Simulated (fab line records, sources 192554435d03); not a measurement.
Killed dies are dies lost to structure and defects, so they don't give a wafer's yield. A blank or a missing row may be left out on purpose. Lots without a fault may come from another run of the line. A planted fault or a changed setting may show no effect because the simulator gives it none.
A struck lot beside a sound one | flow n5_finfet | 39 steps out of a route of 1938
Sound: wafers L601.2, L601.6. Struck: wafer L613.5. (L613.3, L613.6 of the same lot were not struck and are left out.) The cause comes at the end.
At each step with rows: each side's tool, then ch and its chambers, then its first start. Under that, the readings that differ: sound wafers | struck wafers | difference of the means | sigmas: that difference in standard deviations of wafers without a fault.
alike: readings whose means differ by less than 2 such deviations, and words and numbers that are the same on both sides. not compared: withheld readings, readings that some wafer has no value for, bounds like >300 that may hide the same value, and numbers for which the record gives no deviation and whose values overlap.
The two part at a step that has a row with sigmas, a row that says differs or no value, or rows on one side only. Numbers that don't overlap but have no deviation are shown without sigmas and don't part them. A reading that every wafer of one side lacks parts them only if that side has two wafers or more.

first, 10 steps without rows for these wafers: N5_FIN_CUT_STRIP_22 (strips in N2/H2); N5_FIN_CUT_PRECLEAN_36 (cleans in O3/DIW, time 60 s); N5_FIN_CUT_SRD_32 (time 30 s); N5_FIN_CUT_UV_OZONE_34 (time 120 s); N5_STI_FIN_REVEAL_ALD_00 (deposits SiO2, target thk 1 nm, pulse time 1 s); N5_STI_FIN_REVEAL_ALD_14 (deposits Si3N4, target thk 3 nm); N5_STI_FIN_REVEAL_FCVD_FILL_01 (material SiO2 flowable, target thk 312 nm, time 512.2 s); N5_STI_FIN_REVEAL_DENSIFY_02 (time 1800 s); N5_STI_FIN_REVEAL_CMP_04 (polishes, stops on Si3N4, t overpolish 4 s, target thk 131.83 nm); N5_STI_FIN_REVEAL_DENSIFY_30.
N5_STI_FIN_REVEAL_ETCHBACK_08: etches SiO2 in C4F6/O2, target depth 30.5 nm, time 10.167 s.
  sound on rie_diel-05 ch 1, day 3 12:35; struck on rie_diel-05 ch 2, day 6 10:45
  reading                | sound       | struck | difference | sigmas
  throttle_valve_pct (%) | 21.42 21.41 | 20.91  | -0.50      | -2
  alike: drypump_motor_current_A, oes_product_au, rf_vpp_V, showerhead_plenum_p_Torr
  not compared: rf_hours_counter_h
then, 16 steps without rows for these wafers: N5_STI_FIN_REVEAL_STRIP_24 (strips in N2/H2, time 90 s); N5_STI_FIN_REVEAL_PRECLEAN_25 (cleans in SPM, time 90 s); N5_STI_FIN_REVEAL_PRECLEAN_26 (cleans in SC1, time 45 s); N5_STI_FIN_REVEAL_PRECLEAN_29 (cleans in DHF, time 30 s); N5_STI_FIN_REVEAL_SRD_12 (time 30 s); N5_STI_FIN_REVEAL_RECESS_09 (chemistry HF/NH3, target SiO2, afs cycles 11, target depth 42.5 nm, sublimation time 60 s); N5_STI_FIN_REVEAL_STRIP_16 (strips SiNx in H3PO4, target depth 23.8 nm); N5_STI_FIN_REVEAL_PRECLEAN_17 (cleans in NF3:NH3, afs cycles 1, time 20 s, sublimation time 60 s); N5_STI_FIN_REVEAL_ETCH_34 (etches Si in H2, material Si, target depth 0.97 nm); N5_STI_FIN_REVEAL_OXIDATION_31 (chemistry O2 PLASMA REMOTE, time 20 s); N5_STI_FIN_REVEAL_PRECLEAN_32 (cleans in NF3:NH3, afs cycles 1, time 20 s, sublimation time 60 s); N5_STI_FIN_REVEAL_STRIP_35 (strips Si3N4 in H3PO4, target depth 4 nm, time 39 s); N5_STI_FIN_REVEAL_SRD_21 (time 30 s); N5_STI_FIN_REVEAL_OXIDATION_33 (chemistry O2 PLASMA REMOTE, time 20 s); N5_STI_FIN_REVEAL_CLEAN_19 (cleans in O3/DIW, time 120 s); N5_STI_FIN_REVEAL_SRD_23 (time 30 s).
N5_STI_FIN_REVEAL_FIN_H_MEAS_10:
  sound on ocd-01, day 3 15:32; struck on ocd-02, day 6 13:42
  reading              | sound     | struck | difference | sigmas
  trench_depth_nm (nm) | 50.7 51.3 | 44.9   | -6.1       | -6
then, 9 steps without rows for these wafers: N5_STI_FIN_REVEAL_PRECLEAN_18 (cleans in SC2, time 45 s); N5_STI_FIN_REVEAL_SRD_28 (time 30 s); N5_DUMMY_GATE_PRECLEAN_00 (cleans in O3/DIW, time 60 s); N5_DUMMY_GATE_SRD_01 (time 30 s); N5_DUMMY_GATE_ALD_02 (deposits SiO2, target thk 2 nm, pulse time 1 s); N5_DUMMY_GATE_CVD_03 (deposits a-Si from SiH4, target thk 150 nm, time 8042 s); N5_DUMMY_GATE_PRECLEAN_46 (cleans in DIW, time 89.5 s); N5_DUMMY_GATE_SRD_47 (dry time 32 s); N5_DUMMY_GATE_CMP_04 (polishes a-Si).
-- the record jumps here: 7 days lie between the struck wafers' starts before and after (it left off in module DUMMY_GATE and takes up again in module BEOL_M4, whose first step shown is number 1111 of the route) --
N5_BEOL_M4_RC_MEAS_101:
  sound on prober-02 ch 0, day 9 19:23; struck on prober-02 ch 0, day 13 14:38
  reading            | sound       | struck | difference | sigmas
  DIBL_N (mV/V)      | 36.3 39.0   | 82.0   | +44.4      | +23
  DIBL_P (mV/V)      | 36.5 39.5   | 51.8   | +13.8      | +7
  IOFF_N (nA/um)     | 0.146 0.190 | 12.008 | +11.840    | +99 or more
  IOFF_N_85C (nA/um) | 2.9 3.6     | 117.8  | +114.5     | +99 or more
  IOFF_N_LIN (nA/um) | 0.070 0.087 | 0.263  | +0.184     | +17
  IOFF_P (nA/um)     | 0.19 0.24   | 2.38   | +2.17      | +62
  IOFF_P_85C (nA/um) | 3.3 4.0     | 27.9   | +24.2      | +48
  IOFF_P_LIN (nA/um) | 0.089 0.103 | 0.204  | +0.108     | +8
  ION_N (uA/um)      | 672 672     | 625    | -47        | -3
  ION_P (uA/um)      | 460 463     | 425    | -36        | -4
  REXT_N (ohm.um)    | 74.2 74.1   | 81.5   | +7.3       | +4
  REXT_P (ohm.um)    | 102.8 101.6 | 109.0  | +6.8       | +3
  SS_N (mV/dec)      | 71.4 71.8   | 129.5  | +57.9      | +88
  SS_P (mV/dec)      | 73.6 74.7   | 94.8   | +20.6      | +29
  VT_P (mV)          | -252 -252   | -245   | +7         | +2
  alike: VT_N
-- the record jumps here: 5 days lie between the struck wafers' starts before and after (it left off in module BEOL_M4 and takes up again in module PASSIVATION, whose first step shown is number 1936 of the route) --
N5_PASSIVATION_PROBE_49:
  sound on prober-02, day 14 07:20; struck on prober-02, day 18 08:18
  reading                | sound     | struck | difference | sigmas
  killed_at_M0_to_M3     | 42 45     | 15     | -28        | -3
  killed_open            | 61 84     | 46     | -26        | -2
  sort_bin_4_leakage (%) | 0 0       | 93.22  | +93.22     | +99 or more
  sort_n_pass            | 1073 1073 | 0      | -1073      | -67
  sort_yield_pct (%)     | 90.9 90.9 | 0      | -91        | -70
  alike: defect_limited_yield, killed_at_M4_up, killed_at_contacts, killed_at_front_end, killed_at_other, killed_dies, killed_short, sort_bin_5_function, sort_bin_6_memory

WHERE THEY PART
First at N5_STI_FIN_REVEAL_ETCHBACK_08; last, within this record, at N5_PASSIVATION_PROBE_49.

WHY: what the simulator had put in
Process parameter drift: rie_diel-05, from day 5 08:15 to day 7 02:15, at N5_STI_FIN_REVEAL_ETCHBACK_08. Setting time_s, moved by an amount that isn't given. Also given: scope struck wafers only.
